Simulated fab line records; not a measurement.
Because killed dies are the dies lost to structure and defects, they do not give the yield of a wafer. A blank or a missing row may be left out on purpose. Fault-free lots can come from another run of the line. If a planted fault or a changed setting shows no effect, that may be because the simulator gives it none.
Matching of chambers + flow nandHarc + rieDiel-07 running NHARC_A_BLC_ETCH_16: 4 sister chambers
The step etches the open film in CF4, target depth 39 nm, time 65 s. 30 wafers are shown with their chamber, then 12 later ones without.

WAFERS, EACH WITH ITS CHAMBER
| wafer  | chamber | drypumpMotorCurrentA (A) | showerheadPlenumPTorr (Torr) | rfVppV (V) |
|--------|---------|--------------------------|------------------------------|------------|
| L076.3 | 0       | 6.5                      | 1.88                         | 151.6      |
| L076.4 | 1       | 5.9                      | 1.79                         | 151.1      |
| L076.5 | 2       | 5.5                      | 1.81                         | 151.1      |
| L078.2 | 3       | 5.7                      | 1.88                         | 152.6      |
| L078.5 | 1       | 5.9                      | 1.79                         | 151.9      |
| L078.6 | 0       | 6.5                      | 1.88                         | 153.4      |
| L079.2 | 3       | 5.7                      | 1.88                         | 153.3      |
| L079.3 | 1       | 5.9                      | 1.79                         | 152.5      |
| L079.4 | 1       | 5.9                      | 1.79                         | 151.4      |
| L080.2 | 1       | 5.9                      | 1.79                         | 152.4      |
| L080.4 | 2       | 5.4                      | 1.81                         | 151.8      |
| L080.6 | 3       | 5.7                      | 1.88                         | 151.8      |
| L081.1 | 0       | 6.5                      | 1.88                         | 150.7      |
| L081.5 | 3       | 5.7                      | 1.88                         | 153.7      |
| L081.6 | 2       | 5.4                      | 1.81                         | 153.4      |
| L083.1 | 3       | 5.7                      | 1.88                         | 153.2      |
| L083.3 | 0       | 6.5                      | 1.88                         | 152.9      |
| L083.5 | 1       | 5.9                      | 1.79                         | 151.5      |
| L084.2 | 1       | 5.9                      | 1.79                         | 150.9      |
| L084.5 | 2       | 5.5                      | 1.81                         | 151.3      |
| L084.6 | 3       | 5.7                      | 1.88                         | 152.8      |
| L085.2 | 1       | 6.0                      | 1.79                         | 151.2      |
| L085.3 | 3       | 5.7                      | 1.88                         | 152.7      |
| L085.5 | 1       | 5.9                      | 1.79                         | 152.3      |
| L089.1 | 2       | 5.4                      | 1.80                         | 150.2      |
| L089.5 | 3       | 5.7                      | 1.88                         | 152.0      |
| L089.6 | 2       | 5.4                      | 1.80                         | 151.7      |
| L094.2 | 0       | 6.5                      | 1.87                         | 152.5      |
| L094.3 | 3       | 5.7                      | 1.88                         | 152.8      |
| L094.5 | 0       | 6.5                      | 1.87                         | 153.0      |

SIGNATURES (averages over the wafers above)
| reading               | chamber 0 | chamber 1 | chamber 2 | chamber 3 | scatter within a chamber |
|-----------------------|-----------|-----------|-----------|-----------|--------------------------|
| drypumpMotorCurrentA  | 6.500     | 5.911     | 5.433     | 5.700     | 0.0292                   |
| showerheadPlenumPTorr | 1.8767    | 1.7900    | 1.8067    | 1.8800    | 0.0032                   |
| rfVppV                | 152.350   | 151.689   | 151.583   | 152.767   | 0.797                    |
Rule: for each reading, subtract the chamber's mean from the wafer's reading, divide by that reading's scatter and square the result; add these up over the readings and take the root, which gives the wafer's distance from the chamber. If the next closest chamber is less than 2 further off than the closest, the wafer can't be placed; otherwise it belongs to the closest. How the scatter is found: for the shown wafers, subtract from each reading the mean of its chamber, square and add these, divide the total by (wafers less chambers), then take the root.

WAFERS MISSING THEIR CHAMBER
| wafer  | drypumpMotorCurrentA (A) | showerheadPlenumPTorr (Torr) | rfVppV (V) |
|--------|--------------------------|------------------------------|------------|
| L093.2 | 5.6                      | 1.88                         | 152.1      |
| L093.5 | 5.7                      | 1.88                         | 151.8      |
| L093.6 | 5.5                      | 1.80                         | 153.3      |
| L096.1 | 5.9                      | 1.79                         | 152.3      |
| L096.4 | 5.7                      | 1.88                         | 152.2      |
| L096.6 | 5.9                      | 1.79                         | 151.6      |
| L097.2 | 5.9                      | 1.79                         | 150.7      |
| L097.3 | 5.7                      | 1.88                         | 151.3      |
| L097.4 | 6.5                      | 1.87                         | 153.2      |
| L095.1 | 6.5                      | 1.87                         | 152.3      |
| L095.4 | 5.9                      | 1.79                         | 151.6      |
| L095.6 | 5.7                      | 1.88                         | 151.1      |

WHICH CHAMBER EACH ONE RAN IN
| wafer  | from the rows above | in truth |
|--------|---------------------|----------|
| L093.2 | 3                   | 3        |
| L093.5 | 3                   | 3        |
| L093.6 | 2                   | 2        |
| L096.1 | 1                   | 1        |
| L096.4 | 3                   | 3        |
| L096.6 | 1                   | 1        |
| L097.2 | 1                   | 1        |
| L097.3 | 3                   | 3        |
| L097.4 | 0                   | 0        |
| L095.1 | 0                   | 0        |
| L095.4 | 1                   | 1        |
| L095.6 | 3                   | 3        |
Correctly placed: 12 of 12. From these rows, 0 cannot be placed. 0 placed wrongly.
